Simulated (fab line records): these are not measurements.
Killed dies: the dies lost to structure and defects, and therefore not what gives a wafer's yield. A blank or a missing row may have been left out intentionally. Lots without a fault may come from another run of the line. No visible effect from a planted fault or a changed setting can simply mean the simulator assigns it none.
A lot that was struck, set against a sound lot + flow n5-finfet + 30 steps out of a route of 1938
Sound: the wafers L415.1, L415.4, L415.6. Struck: wafers L429.5, L429.6. (L429.3 of the same lot was not struck and is left out.) The cause comes at the end.
Order at every step that has rows: each side's tool, ch and its chambers, its first start. Under that, the readings that differ: sound wafers + struck wafers + difference of the means + sigmas: that difference in standard deviations of wafers without a fault.
alike: words and numbers the same on both sides, and readings whose means are apart by under 2 such deviations; not compared: readings that were withheld, readings missing a value for some wafer, numbers with overlapping values and no deviation given by the record, and bounds like >300 which may hide the same value.
The two part at a step that has a row with sigmas, a row that says differs or no value, or rows on one side only. When numbers do not overlap yet have no deviation, they are printed without sigmas and do not part them. A reading missing from all wafers of one side parts the sides only when that side holds two or more wafers.

first, 1 step without rows for these wafers: N5_MIM_BOT_LITHO_HARDBAKE_09 (time 120 s).
N5_MIM_BOT_LITHO_CD_MEAS_08 targets a cd of 3000 nm.
  sound on cd-sem-03 ch 0, day 12 13:25; struck on cd-sem-01 ch 0, day 16 22:18
  alike: cd-nm
N5_MIM_BOT_LITHO_OVL_MEAS_11:
  sound on overlay-02 ch 0, day 12 13:27; struck on overlay-01 ch 0, day 16 22:20
  alike: MIM_BOT_OVL
N5_MIM_BOT_LITHO_INSPECT_12: inspects for defects (macro).
  sound: defect-inspect-01 at day 12 13:29; struck: defect-inspect-02 at day 16 22:21
  alike: raw-defect-count
then, 2 steps without rows for these wafers: N5_MIM_BOT_LITHO_DESCUM_10 (chemistry O2, time 7.9 s); N5_MIM_BOT_ETCH_ETCH_04 (etches SiNx in CF4/O2, target depth 26 nm, time 13 s).
N5_MIM_BOT_ETCH_ETCH_03: etches the open film in Cl2/BCl3, target depth 12 nm.
  sound on rie-metal-01 ch 0,1, day 12 13:40; struck on rie-metal-01 ch 0,1, day 16 22:40
  alike: drypump-motor-current-A, oes-product-au, throttle-valve-pct
  not compared: rf-hours-counter-h
then, 1 step without rows for these wafers: N5_MIM_BOT_ETCH_ETCH_00 (etches TiN in Cl2/BCl3, target depth 45.5 nm).
N5_MIM_BOT_ETCH_STRIP_01: strips in O2.
  sound on rie-diel-02 ch 1,2, day 12 13:54; struck on rie-diel-04 ch 0,3, day 16 23:01
  alike: drypump-motor-current-A, oes-product-au, rf-vpp-V, showerhead-plenum-p-Torr, temp-c, throttle-valve-pct
  not compared: rf-hours-counter-h
then, 3 steps without rows for these wafers: N5_MIM_BOT_ETCH_STRIP_02 (strips in post etch residue remover, time 1200 s); N5_MIM_BOT_ETCH_CLEAN_05 (cleans in IPA, time 180 s); N5_MIM_BOT_ETCH_SRD_06 (time 30 s).
N5_PASSIVATION_PECVD_55: deposits SiO2 from SiH4/N2O, target thk 400 nm, time 22.5 s.
  sound on pecvd-04 ch 0,1,2, day 12 14:24; struck on pecvd-03 ch 0,1, day 16 23:33
| reading                                        | sound           | struck    | difference | sigmas |
|------------------------------------------------|-----------------|-----------|------------|--------|
| model.SiO2_of_PASSIVATION_PECVD_55.thk-nm (nm) | 403 399.4 401.6 | 484.8 485 | +83.6      |        |
  alike: heater-power-outer-w, heater-power-w, showerhead-plenum-p-Torr, throttle-valve-pct
then, 9 steps without rows for these wafers: N5_PASSIVATION_PECVD_01 (deposits SiNx from SiH4/NH3/N2, target thk 200 nm, time 43.2 s); N5_PASSIVATION_HMDS_03 (time 60 s); N5_PASSIVATION_COAT_04; N5_PASSIVATION_EBR_06; N5_PASSIVATION_SOFTBAKE_05 (time 90 s); N5_PASSIVATION_EXPOSE_07 (exposes mask TV, defocus 0 nm, target cd 3000 nm); N5_PASSIVATION_PEB_08; N5_PASSIVATION_DEVELOP_09 (develop time 60 s); N5_PASSIVATION_HARDBAKE_11 (time 120 s).
N5_PASSIVATION_CD_MEAS_10 targets a cd of 3000 nm.
  sound on cd-sem-01 ch 0, day 12 14:56; struck on cd-sem-02 ch 0, day 17 01:05
  alike: cd-nm
N5_PASSIVATION_OVL_MEAS_60:
  sound on overlay-02 ch 0, day 12 14:58; struck on overlay-02 ch 0, day 17 01:07
  alike: TV_OVL
N5_PASSIVATION_INSPECT_61: inspects for defects (macro).
  sound: defect-inspect-02 at day 12 14:59; struck: defect-inspect-01 at day 17 01:08
  alike: raw-defect-count
N5_PASSIVATION_DESCUM_12: chemistry O2, time 7.9 s.
  sound on rie-diel-01 ch 1,3, day 12 15:02; struck on rie-diel-01 ch 2,3, day 17 01:10
  alike: drypump-motor-current-A, oes-product-au, rf-vpp-V, showerhead-plenum-p-Torr, temp-c, throttle-valve-pct
  not compared: rf-hours-counter-h
N5_PASSIVATION_PASS_ETCH_74: etches SiNx in CF4/O2, target depth 220 nm, time 110 s.
  sound on rie-diel-01 ch 1,3, day 12 15:05; struck on rie-diel-01 ch 2,3, day 17 01:14
  alike: drypump-motor-current-A, oes-product-au, rf-vpp-V, showerhead-plenum-p-Torr, throttle-valve-pct
  not compared: rf-hours-counter-h
N5_PASSIVATION_VIA_ETCH_13: etches SiO2 in CHF3/O2, target depth 660 nm, time 330 s.
  sound on rie-diel-01 ch 1,3, day 12 15:11; struck on rie-diel-01 ch 2,3, day 17 01:20
| reading               | sound       | struck  | difference | sigmas |
|-----------------------|-------------|---------|------------|--------|
| etch-rf-on-time-s (s) | 234 235 235 | 276 286 | +46        | +9     |
  alike: drypump-motor-current-A, oes-product-au, rf-vpp-V, showerhead-plenum-p-Torr, throttle-valve-pct
  not compared: rf-hours-counter-h, model.coat_of_PASSIVATION_COAT_04.thk-nm
N5_PASSIVATION_STRIP_14: strips in O2.
  sound on rie-diel-01 ch 1,3, day 12 15:23; struck on rie-diel-01 ch 2,3, day 17 01:31
  alike: drypump-motor-current-A, oes-product-au, rf-vpp-V, showerhead-plenum-p-Torr, temp-c, throttle-valve-pct
  not compared: rf-hours-counter-h
next, for these wafers, 1 step has no rows: N5_PASSIVATION_PROBE_49.

## WHERE THEY PART
Only at N5_PASSIVATION_VIA_ETCH_13, as far as this record shows. Later steps at which nothing parts them and some readings are alike: N5_PASSIVATION_STRIP_14.

WHY: the cause the simulator had injected
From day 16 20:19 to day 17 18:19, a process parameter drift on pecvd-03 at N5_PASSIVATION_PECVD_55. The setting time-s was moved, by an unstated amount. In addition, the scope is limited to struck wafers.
